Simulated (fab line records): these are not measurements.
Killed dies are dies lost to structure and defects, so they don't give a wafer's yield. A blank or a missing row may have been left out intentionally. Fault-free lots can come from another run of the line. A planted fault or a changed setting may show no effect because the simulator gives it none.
One fault through the eyes of 2 desks / flow n5_finfet / every desk sees just its own numbers, and what lay behind them comes last

THE DEFECT DESK
Inspection counts along the route, by lot: the mean over sampled wafers that carry a number. Marked OUT: a lot whose mean sits more than 4 standard deviations from the usual mean, which makes it out of limits; the brackets give that distance.
Columns: A = raw_defect_count at N5_DUMMY_GATE_INSPECT_17, usual 212
lot=L591; first seen here=day 3 12:20; A=241
lot=L592; first seen here=day 3 17:56; A=213
lot=L593; first seen here=day 3 21:26; A=179
lot=L594; first seen here=day 4 04:03; A=216
lot=L595; first seen here=day 4 09:25; A=220
lot=L596; first seen here=day 4 15:17; A=224
lot=L601; first seen here=day 5 21:46; A=236
lot=L602; first seen here=day 6 03:47; A=166
lot=L603; first seen here=day 6 12:05; A=314
lot=L609; first seen here=day 8 00:03; A=279
lot=L612; first seen here=day 8 18:06; A=135
This desk's verdict: no lot among the 11 shows anything out of limits.

AT THE TOOL OWNER'S DESK: rie_diel-05
The tool's own readings at N5_SD_EPI_N_ETCHBACK_44 (etches SiNx in CH3F/O2, stops on SiO2, target depth 14.5 nm): means of the sampled wafers that have a number, for each lot that ran on this tool. Marked OUT: a lot whose mean sits more than 4 standard deviations from the usual mean, which makes it out of limits; the brackets give that distance.
Columns: A = CH3F_flow_sccm at N5_SD_EPI_N_ETCHBACK_44, usual 29.99 sccm; B = drypump_motor_current_A at N5_SD_EPI_N_ETCHBACK_44, usual 5.8 A; C = oes_product_au at N5_SD_EPI_N_ETCHBACK_44, usual 0.68 a.u.; D = rf_vpp_V at N5_SD_EPI_N_ETCHBACK_44, usual 298 V; E = showerhead_plenum_p_Torr at N5_SD_EPI_N_ETCHBACK_44, usual 2.04 Torr; F = throttle_valve_pct at N5_SD_EPI_N_ETCHBACK_44, usual 16.29 %
lot=L596; first seen here=day 4 20:40; A=29.97; B=5.5; C=0.68; D=301; E=2.10; F=16.25
lot=L602; first seen here=day 6 06:36; A=29.96; B=5.5; C=0.71; D=301; E=2.08; F=16.19
lot=L603; first seen here=day 6 15:22; A=30.02; B=5.6; C=0.68; D=297; E=2.06; F=16.20
This desk's verdict: no lot among the 3 shows anything out of limits.

TAKEN TOGETHER
The defect desk saw nothing out of limits.
Nothing out of limits was seen by the tool owner's desk.

WHAT THE SIMULATOR HAD INSERTED
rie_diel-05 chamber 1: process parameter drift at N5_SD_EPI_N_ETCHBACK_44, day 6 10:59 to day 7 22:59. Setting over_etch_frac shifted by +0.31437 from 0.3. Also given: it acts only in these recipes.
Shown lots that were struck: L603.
